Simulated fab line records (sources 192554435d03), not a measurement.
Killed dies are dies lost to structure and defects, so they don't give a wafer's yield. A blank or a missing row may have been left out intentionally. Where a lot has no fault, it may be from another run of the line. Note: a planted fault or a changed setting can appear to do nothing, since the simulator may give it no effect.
Chamber matching | flow n5 finfet | ald sin-03 running N5_ILD0_LINER_00: 4 sister chambers
The step material SiNx, target thk 4 nm, pulse time 1 s, purge time 2 s. 4 wafers are shown with their chamber, then 7 later ones without.

WAFERS WITH THEIR CHAMBER
wafer  | chamber | heater power w (W)
L853.1 | 1       | 892
L853.2 | 3       | 928
L855.1 | 0       | 749
L855.2 | 2       | 883

WAFERS WITHOUT THEIR CHAMBER
wafer  | heater power w (W)
L855.6 | 893
L856.1 | 921
L856.5 | 900
L856.6 | 918
L858.1 | 758
L858.5 | 774
L858.6 | 896

THE CHAMBER EACH PASSED THROUGH
wafer  | from the rows above          | in truth
L855.6 | can't be placed: 1 or 2      | 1
L856.1 | can't be placed: 3 or 1      | 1
L856.5 | can't be placed: 1 or 2 or 3 | 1
L856.6 | can't be placed: 3 or 1      | 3
L858.1 | 0                            | 0
L858.5 | 0                            | 0
L858.6 | can't be placed: 1 or 2      | 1
Correctly placed: 2 of 7. From these rows, 5 cannot be placed; in 5 the true chamber is one of the candidates. 0 placed wrongly.
How it was worked out, from the rows above alone: a wafer's distance from a chamber is the root of the sum, over the readings, of the square of ((its reading less the chamber's mean) divided by the reading's scatter). The wafer belongs to the nearest chamber; if the next one is less than 2 further off, it can't be placed. A chamber's mean is the mean of its shown wafers. The scatter (one wafer shown for each chamber): square how far every hidden wafer sits from the nearest shown wafer, average those squares and take the square root.
